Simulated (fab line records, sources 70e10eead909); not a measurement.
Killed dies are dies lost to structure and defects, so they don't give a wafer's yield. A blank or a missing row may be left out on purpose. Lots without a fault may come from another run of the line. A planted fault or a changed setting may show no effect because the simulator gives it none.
fab line records | flow nand_harc
record lots=13 wafers=39 last_day=24
route steps=1159 shown P_CONTACT@252 P_M0@260
lots that met no fault: from a run of the same line without faults
start_h: hours from the record's first day to the start of the lot's first wafer shown | wait_h: hours since the lot's step before | " the same as in the row above | L1.1+2: a row that stands for several wafers | - no value, or no start given | * or withheld: withheld | < > ~ a bound
route shown NAME@n: a module of which the file shows steps, and the number in the route of the first | usual: mean/standard deviation of fault-free wafers | same: alike in all rows | chamber/n: place in a boat | sites: the reading at each site | _std_site: their standard deviation | _edge_site: outer sites' mean less inner sites' | radius_mm: how far each site lies from the wafer's centre | mask NAME#n: copy n | behind: the tool/chamber that last shaped the wafer | hold: why the lot was held/for how many hours/how that ended | device: the transistor (n, p or np) that didn't switch | end of line: the same wafers' tests at the end of the route | a step without rows: its recipe alone | killed: dies lost to structure and defects at the first sort, not the wafer's yield | map: a wafer's dies, x killed, . not, _ none there
set.NAME: the setting as run; set.NAME@STEP: as run at that earlier step | model.NAME: the simulator's own value behind a step, which no gauge read
steps of the route over a sample of lots; a table a step, a row a wafer
services: from which hour (start_h, from the record's first day; less than 0 if before it) a tool's chamber was out of use, for how many hours, and why
## steps
# step NHARC_P_CONTACT_INSPECT_27
# usual raw_defect_count=320/130
# columns lot.wafer tool chamber start_h wait_h raw_defect_count
L317.2 defect_inspect-02 - 118.14 0.1 225
L317.3 " - " " 254
L317.6 " - " " 289
L318.3 defect_inspect-02 - 130.51 0.1 423
L318.4 " - " " 238
L318.5 " - " " 254
L320.3 defect_inspect-01 - 143.36 0.1 320
L320.5 " - " " 232
L320.6 " - " " 409
L323.1 defect_inspect-02 - 144.30 0.1 198
L323.5 " - " " 230
L323.6 " - " " 328
L324.1 defect_inspect-02 - 155.45 0.1 254
L324.2 " - " " 213
L324.6 " - " " 201
L328.1 defect_inspect-02 - 192.04 0.1 165
L328.5 " - " " 263
L328.6 " - " " 158
L329.2 defect_inspect-01 - 192.85 0.1 474
L329.3 " - " " 572
L329.5 " - " " 517
L332.2 defect_inspect-01 - 208.59 0.1 238
L332.3 " - " " 238
L332.5 " - " " 246
L334.1 defect_inspect-01 - 215.10 0.1 319
L334.5 " - " " 256
L334.6 " - " " 326
L333.1 defect_inspect-01 - 216.04 0.1 625
L333.3 " - " " 532
L333.5 " - " " 502
L336.2 defect_inspect-01 - 222.25 0.1 400
L336.3 " - " " 550
L336.6 " - " " 231
L337.1 defect_inspect-02 - 234.00 0.1 333
L337.3 " - " " 393
L337.5 " - " " 191
L338.3 defect_inspect-01 - 240.05 0.1 455
L338.5 " - " " 443
L338.6 " - " " 604
# step NHARC_P_M0_EXPOSE_06
# recipe na=1.35 target_cd_nm=90 dose_mj=81.28 mask_id=P_M0
# usual exposure_dose_mJ_cm2=81.28/0.079
# columns lot.wafer tool chamber start_h wait_h mask exposure_dose_mJ_cm2
L317.2 arfi_scanner-03 0 118.79 - P_M0#0 81.40
L317.3 " 0 " " P_M0#0 81.49
L317.6 " 0 " " P_M0#0 81.36
L318.3 arfi_scanner-03 0 131.37 - P_M0#0 81.28
L318.4 " 0 " " P_M0#0 81.40
L318.5 " 0 " " P_M0#0 81.30
L320.3 arfi_scanner-02 0 144.13 - P_M0#0 81.41
L320.5 " 0 " " P_M0#0 81.24
L320.6 " 0 " " P_M0#0 81.31
L323.1 arfi_scanner-01 0 145.07 - P_M0#0 81.27
L323.5 " 0 " " P_M0#0 81.28
L323.6 " 0 " " P_M0#0 81.46
L324.1 arfi_scanner-03 0 156.23 - P_M0#0 81.23
L324.2 " 0 " " P_M0#0 81.38
L324.6 " 0 " " P_M0#0 81.28
L328.1 arfi_scanner-01 0 192.81 - P_M0#0 81.20
L328.5 " 0 " " P_M0#0 81.30
L328.6 " 0 " " P_M0#0 81.19
L329.2 arfi_scanner-03 0 193.62 - P_M0#0 84.69
L329.3 " 0 " " P_M0#0 84.77
L329.5 " 0 " " P_M0#0 84.60
L332.2 arfi_scanner-01 0 209.37 - P_M0#0 81.26
L332.3 " 0 " " P_M0#0 81.19
L332.5 " 0 " " P_M0#0 81.26
L334.1 arfi_scanner-02 0 215.86 - P_M0#0 81.22
L334.5 " 0 " " P_M0#0 81.33
L334.6 " 0 " " P_M0#0 81.15
L333.1 arfi_scanner-01 0 216.80 - P_M0#0 81.26
L333.3 " 0 " " P_M0#0 81.29
L333.5 " 0 " " P_M0#0 81.27
L336.2 arfi_scanner-01 0 222.89 - P_M0#0 81.27
L336.3 " 0 " " P_M0#0 81.29
L336.6 " 0 " " P_M0#0 81.21
L337.1 arfi_scanner-01 0 234.76 - P_M0#0 81.30
L337.3 " 0 " " P_M0#0 81.13
L337.5 " 0 " " P_M0#0 81.26
L338.3 arfi_scanner-01 0 240.68 - P_M0#0 81.34
L338.5 " 0 " " P_M0#0 81.28
L338.6 " 0 " " P_M0#0 81.33
# step NHARC_P_M0_CD_MEAS_09
# recipe target_cd_nm=90 landing_energy_ev=500
# usual cd_nm=90.0/0.62
# columns lot.wafer tool chamber start_h wait_h cd_nm
L317.2 cd_sem-02 0 118.92 - 90.9
L317.3 " 0 " " 90.9
L317.6 " 0 " " 90.5
L318.3 cd_sem-02 0 131.50 - 88.9
L318.4 " 0 " " 88.6
L318.5 " 0 " " 88.6
L320.3 cd_sem-03 0 144.27 - 90.7
L320.5 " 0 " " 89.9
L320.6 " 0 " " 89.6
L323.1 cd_sem-01 0 145.21 - 89.2
L323.5 " 0 " " 89.0
L323.6 " 0 " " 89.5
L324.1 cd_sem-02 0 156.37 - 89.8
L324.2 " 0 " " 90.5
L324.6 " 0 " " 90.7
L328.1 cd_sem-02 0 192.95 - 89.6
L328.5 " 0 " " 89.8
L328.6 " 0 " " 90.1
L329.2 cd_sem-03 0 193.76 - 74.9
L329.3 " 0 " " 75.5
L329.5 " 0 " " 70.9
L332.2 cd_sem-03 0 209.51 - 89.8
L332.3 " 0 " " 90.5
L332.5 " 0 " " 89.6
L334.1 cd_sem-01 0 216.00 - 90.7
L334.5 " 0 " " 91.0
L334.6 " 0 " " 90.9
L333.1 cd_sem-03 0 216.94 - 90.4
L333.3 " 0 " " 90.3
L333.5 " 0 " " 91.2
L336.2 cd_sem-01 0 223.03 - 89.7
L336.3 " 0 " " 89.2
L336.6 " 0 " " 89.4
L337.1 cd_sem-03 0 234.90 - 90.4
L337.3 " 0 " " 90.9
L337.5 " 0 " " 91.0
L338.3 cd_sem-03 0 240.82 - 90.6
L338.5 " 0 " " 90.5
L338.6 " 0 " " 90.4
# step NHARC_P_M0_ETCH_34
# recipe target_depth_a=400 overetch_a=120 time_s=43.94 ion_energy_ev=200 n2_flow_sccm=150 h2_flow_sccm=150 ar_flow_sccm=0 rf_w=400 bias_w=150 chemistry=N2/H2
# usual bias_w=150.0/0.48 drypump_motor_current_A=5.8/0.48 mfc_ar_sccm=0.002/0.0031 oes_product_au=0.995/0.0075 rf_vpp_V=431.3/2.6 showerhead_plenum_p_Torr=2.07/0.089 throttle_valve_pct=14.171/0.0082
# columns lot.wafer tool chamber start_h wait_h bias_w drypump_motor_current_A mfc_ar_sccm oes_product_au rf_hours_counter_h rf_vpp_V showerhead_plenum_p_Torr throttle_valve_pct
L317.3 rie_diel-02 2 119.20 0.1 150.5 6.0 0 1.011 10 431.4 2.07 14.169
L317.2 " 3 " " 149.8 5.5 0 0.998 10 429.6 1.99 14.182
L317.6 " 1 " " 149.5 6.1 0 1.005 - 427.0 1.94 14.151
L318.4 rie_diel-06 0 131.77 0.1 149.4 5.9 0 0.997 4 432.3 2.12 14.156
L318.3 " 2 " " 150.7 5.6 0 1.009 3 435.6 2.21 14.159
L318.5 " 0 " " 150.0 5.9 0 0.991 - 431.9 2.12 14.175
L320.3 rie_diel-02 3 144.54 0.1 149.9 5.5 0 1.000 12 429.6 1.99 14.174
L320.6 " 2 " " 149.6 6.1 0 1.007 - 432.0 2.07 14.182
L320.5 " 3 " " 150.3 5.5 0 0.999 - 430.8 1.99 14.175
L323.1 rie_diel-02 1 145.49 0.1 149.6 6.1 0 0.998 12 428.0 1.94 14.180
L323.6 " 3 " " 149.5 5.5 0 0.997 - 428.5 1.99 14.163
L323.5 " 0 " " 150.5 5.5 0.006 0.997 - 427.5 1.92 14.162
L324.1 rie_diel-06 1 156.64 0.1 150.0 6.2 0 0.992 6 434.1 2.14 14.172
L324.2 " 2 " " 149.4 5.6 0 1.002 5 433.9 2.21 14.172
L324.6 " 1 " " 150.2 6.2 0 0.990 - 433.0 2.14 14.174
L328.1 rie_diel-06 2 193.23 0.1 149.3 5.7 0 0.988 8 434.7 2.20 14.165
L328.5 " 0 " " 150.2 5.9 0 0.988 - 432.5 2.12 14.180
L328.6 " 1 " " 150.4 6.1 0 0.993 - 433.9 2.14 14.175
L329.2 rie_diel-02 2 194.04 0.1 149.7 6.1 0 1.001 2 432.6 2.07 14.172
L329.3 " 3 " " 150.2 5.5 0 1.001 2 429.1 1.99 14.163
L329.5 " 1 " " 150.6 6.1 0 1.010 - 428.9 1.94 14.164
L332.2 rie_diel-06 2 209.78 0.1 150.0 5.6 0 0.994 10 434.5 2.20 14.175
L332.3 " 1 " " 149.9 6.1 0 0.997 10 432.9 2.14 14.162
L332.5 " 2 " " 149.7 5.6 0 1.001 - 434.5 2.20 14.185
L334.1 rie_diel-02 2 216.27 0.1 149.9 6.1 0 1.004 4 432.0 2.07 14.177
L334.6 " 2 " " 150.3 6.1 0 0.992 - 432.4 2.07 14.177
L334.5 " 3 " " 149.7 5.5 0 0.995 - 429.2 1.99 14.175
L333.3 rie_diel-06 1 217.22 0.1 150.1 6.1 0 0.993 10 432.1 2.14 14.172
L333.1 " 2 " " 150.0 5.6 0 0.990 10 435.8 2.20 14.170
L333.5 " 3 " " 150.1 5.0 0.002 0.990 - 432.0 2.07 14.162
L336.3 rie_diel-06 1 223.31 0.1 149.5 6.2 0 0.999 10 433.5 2.14 14.176
L336.2 " 0 " " 149.2 5.9 0 0.987 10 432.5 2.12 14.168
L336.6 " 2 " " 149.5 5.6 0 1.000 - 434.0 2.20 14.171
L337.3 rie_diel-02 3 235.20 0.1 150.5 5.5 0 1.000 6 429.0 1.99 14.170
L337.1 " 0 " " 149.7 5.5 0.006 1.001 6 427.2 1.92 14.166
L337.5 " 1 " " 149.3 6.1 0 1.001 - 428.5 1.94 14.187
L338.3 rie_diel-13 2 241.09 0.1 149.9 5.2 0.006 0.988 9 432.5 2.14 14.174
L338.6 " 2 " " 150.2 5.2 0.006 0.996 - 433.4 2.14 14.183
L338.5 " 3 " " 150.1 6.5 0 0.993 - 433.2 2.12 14.168
# step NHARC_P_M0_PRE_CLEAN_29
# recipe time_s=30 temp_c=280 gas=H2/He
# usual heater_power_w=416/46
# columns lot.wafer tool chamber start_h wait_h heater_power_w
L317.3 pvd_sputter-03 - - - 437
L317.2 " - " " 390
L317.6 " - " " 458
L318.4 pvd_sputter-01 - - - 377
L318.3 " - " " 364
L318.5 " - " " 467
L320.3 pvd_sputter-03 - - - 444
L320.5 " - " " 379
L320.6 " - " " 383
L323.1 pvd_sputter-02 - - - 404
L323.5 " - " " 390
L323.6 " - " " 403
L324.2 pvd_sputter-01 - - - 377
L324.1 " - " " 369
L324.6 " - " " 395
L328.1 pvd_sputter-01 - - - 456
L328.5 " - " " 367
L328.6 " - " " 459
L329.3 pvd_sputter-01 - - - 471
L329.2 " - " " 381
L329.5 " - " " 459
L332.2 pvd_sputter-03 - - - 500
L332.3 " - " " 444
L332.5 " - " " 439
L334.1 pvd_sputter-03 - - - 496
L334.5 " - " " 384
L334.6 " - " " 488
L333.3 pvd_sputter-03 - - - 384
L333.1 " - " " 392
L333.5 " - " " 505
L336.3 pvd_sputter-03 - - - 496
L336.2 " - " " 374
L336.6 " - " " 513
L337.3 pvd_sputter-03 - - - 511
L337.1 " - " " 444
L337.5 " - " " 444
L338.3 pvd_sputter-02 - - - 377
L338.5 " - " " 391
L338.6 " - " " 377
## services
# columns tool chamber start_h hours kind
rie_diel-06 0 97.71 - clean
rie_diel-06 1 97.71 - clean
rie_diel-06 2 97.71 - clean
rie_diel-06 3 97.71 - clean
rie_diel-13 - 99.00 9.0 pm
pvd_sputter-03 - 102.00 10.0 pm
rie_diel-02 0 105.25 - clean
rie_diel-02 1 105.25 - clean
rie_diel-02 2 105.25 - clean
arfi_scanner-03 - 115.70 0.5 repair
pvd_sputter-02 - 129.72 3.8 repair
arfi_scanner-03 - 140.00 4.0 pm
rie_diel-06 3 140.28 4.9 repair
rie_diel-02 - 150.70 9.0 pm
arfi_scanner-02 - 154.56 0.8 repair
pvd_sputter-01 - 158.00 10.0 pm
rie_diel-02 - 172.14 0.6 repair
rie_diel-13 2 194.24 4.3 repair
arfi_scanner-01 - 196.00 4.0 pm
pvd_sputter-03 - 202.88 5.0 repair
pvd_sputter-02 - 214.04 10.0 pm
arfi_scanner-01 - 215.82 0.5 repair
arfi_scanner-02 - 239.26 0.5 repair
rie_diel-06 - 241.20 9.0 pm
## key
first_sign step=NHARC_P_M0_EXPOSE_06 reading=exposure_dose_mJ_cm2 direction=up sigmas=43 usual=81.28 struck=84.69
effect step=NHARC_P_M0_CD_MEAS_09 reading=cd_nm direction=down sigmas=26 usual=90.0 struck=73.8 through=control_loop
met_at NHARC_P_M0_EXPOSE_06
struck_lots L329
later_rows_left_out L329.5
sort_left_out L329.2,L329.3,L329.5
loop_trim step=NHARC_P_M0_EXPOSE_06 setting=dose lots=L329
not_acting_at NHARC_P_CONTACT_INSPECT_27,NHARC_P_M0_ETCH_34,NHARC_P_M0_PRE_CLEAN_29
onset_between 156.23 193.62
fault kind=process_parameter_drift tool=arfi_scanner-03 chamber=- onset_h=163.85 steps=NHARC_P_M0_EXPOSE_06 channel=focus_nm offset=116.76 spread_by_wafer=0.3 shape=step end_h=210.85
# sort_left_out: the simulated sort isn't trusted on such a fault, so these wafers' sort isn't shown, and their yield isn't known
# later_rows_left_out: the simulator's readings of these wafers behind a module that went badly wrong aren't trusted and aren't shown, but for the sort
# loop_trim: a control loop set the setting to another value than it would have without faults
